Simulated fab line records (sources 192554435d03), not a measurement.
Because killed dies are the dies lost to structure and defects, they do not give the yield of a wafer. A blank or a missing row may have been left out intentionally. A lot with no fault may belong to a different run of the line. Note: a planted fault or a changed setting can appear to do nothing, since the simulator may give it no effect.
Matching of chambers :: flow n5_finfet :: N5_BEOL_M13_ETCH_68 on rie_diel-06: 4 sister chambers
The step etches SOC in N2/H2, time 355 s. 14 wafers are shown with their chamber, then 7 later ones without.

== EACH WAFER AND ITS CHAMBER ==
wafer: L079.1
chamber: 0
showerhead_plenum_p_Torr (Torr): 2.63
throttle_valve_pct (%): 17.84
rf_vpp_V (V): 527.3

wafer: L079.3
chamber: 1
showerhead_plenum_p_Torr (Torr): 2.49
throttle_valve_pct (%): 17.79
rf_vpp_V (V): 522.3

wafer: L079.4
chamber: 1
showerhead_plenum_p_Torr (Torr): 2.49
throttle_valve_pct (%): 17.80
rf_vpp_V (V): 522.6

wafer: L080.3
chamber: 2
showerhead_plenum_p_Torr (Torr): 2.55
throttle_valve_pct (%): 17.70
rf_vpp_V (V): 525.4

wafer: L080.4
chamber: 3
showerhead_plenum_p_Torr (Torr): 2.72
throttle_valve_pct (%): 17.27
rf_vpp_V (V): 528.9

wafer: L080.5
chamber: 3
showerhead_plenum_p_Torr (Torr): 2.72
throttle_valve_pct (%): 17.28
rf_vpp_V (V): 528.9

wafer: L081.1
chamber: 0
showerhead_plenum_p_Torr (Torr): 2.63
throttle_valve_pct (%): 17.84
rf_vpp_V (V): 527.3

wafer: L081.2
chamber: 3
showerhead_plenum_p_Torr (Torr): 2.71
throttle_valve_pct (%): 17.28
rf_vpp_V (V): 527.8

wafer: L081.4
chamber: 2
showerhead_plenum_p_Torr (Torr): 2.55
throttle_valve_pct (%): 17.69
rf_vpp_V (V): 525.2

wafer: L088.2
chamber: 3
showerhead_plenum_p_Torr (Torr): 2.71
throttle_valve_pct (%): 17.30
rf_vpp_V (V): 528.3

wafer: L088.5
chamber: 1
showerhead_plenum_p_Torr (Torr): 2.48
throttle_valve_pct (%): 17.85
rf_vpp_V (V): 522.2

wafer: L088.6
chamber: 2
showerhead_plenum_p_Torr (Torr): 2.54
throttle_valve_pct (%): 17.74
rf_vpp_V (V): 525.1

wafer: L097.3
chamber: 1
showerhead_plenum_p_Torr (Torr): 2.48
throttle_valve_pct (%): 17.84
rf_vpp_V (V): 522.6

wafer: L097.4
chamber: 3
showerhead_plenum_p_Torr (Torr): 2.71
throttle_valve_pct (%): 17.33
rf_vpp_V (V): 527.1

SIGNATURES (means of the wafers above)
reading: showerhead_plenum_p_Torr
chamber 0: 2.6300
chamber 1: 2.4850
chamber 2: 2.5467
chamber 3: 2.7140
scatter within a chamber: 0.00535

reading: throttle_valve_pct
chamber 0: 17.8400
chamber 1: 17.8200
chamber 2: 17.7100
chamber 3: 17.2920
scatter within a chamber: 0.0251

reading: rf_vpp_V
chamber 0: 527.300
chamber 1: 522.425
chamber 2: 525.233
chamber 3: 528.200
scatter within a chamber: 0.503
Rule: distance of a wafer from a chamber = root of the sum over the readings of ((wafer's reading minus chamber's mean) / reading's scatter) squared. The wafer belongs to the nearest chamber; if the next one is less than 2 further off, it can't be placed. The scatter is the square root of a quotient: the sum, over the shown wafers, of each reading's squared deviation from its chamber's mean, divided by wafers minus chambers.

== WAFERS WITHOUT THEIR CHAMBER ==
wafer: L097.5
showerhead_plenum_p_Torr (Torr): 2.54
throttle_valve_pct (%): 17.74
rf_vpp_V (V): 522.1

wafer: L092.1
showerhead_plenum_p_Torr (Torr): 2.62
throttle_valve_pct (%): 17.88
rf_vpp_V (V): 525.0

wafer: L092.2
showerhead_plenum_p_Torr (Torr): 2.54
throttle_valve_pct (%): 17.74
rf_vpp_V (V): 524.2

wafer: L092.5
showerhead_plenum_p_Torr (Torr): 2.47
throttle_valve_pct (%): 17.87
rf_vpp_V (V): 522.4

wafer: L093.1
showerhead_plenum_p_Torr (Torr): 2.53
throttle_valve_pct (%): 17.76
rf_vpp_V (V): 523.9

wafer: L093.4
showerhead_plenum_p_Torr (Torr): 2.70
throttle_valve_pct (%): 17.34
rf_vpp_V (V): 527.4

wafer: L093.5
showerhead_plenum_p_Torr (Torr): 2.53
throttle_valve_pct (%): 17.75
rf_vpp_V (V): 524.2

== WHICH CHAMBER EACH ONE RAN IN ==
wafer: L097.5
from the rows above: 2
in truth: 2

wafer: L092.1
from the rows above: 0
in truth: 0

wafer: L092.2
from the rows above: 2
in truth: 2

wafer: L092.5
from the rows above: 1
in truth: 1

wafer: L093.1
from the rows above: 2
in truth: 2

wafer: L093.4
from the rows above: 3
in truth: 3

wafer: L093.5
from the rows above: 2
in truth: 2
Placed correctly: 7 of 7. Not placeable from these rows: 0. 0 placed wrongly.
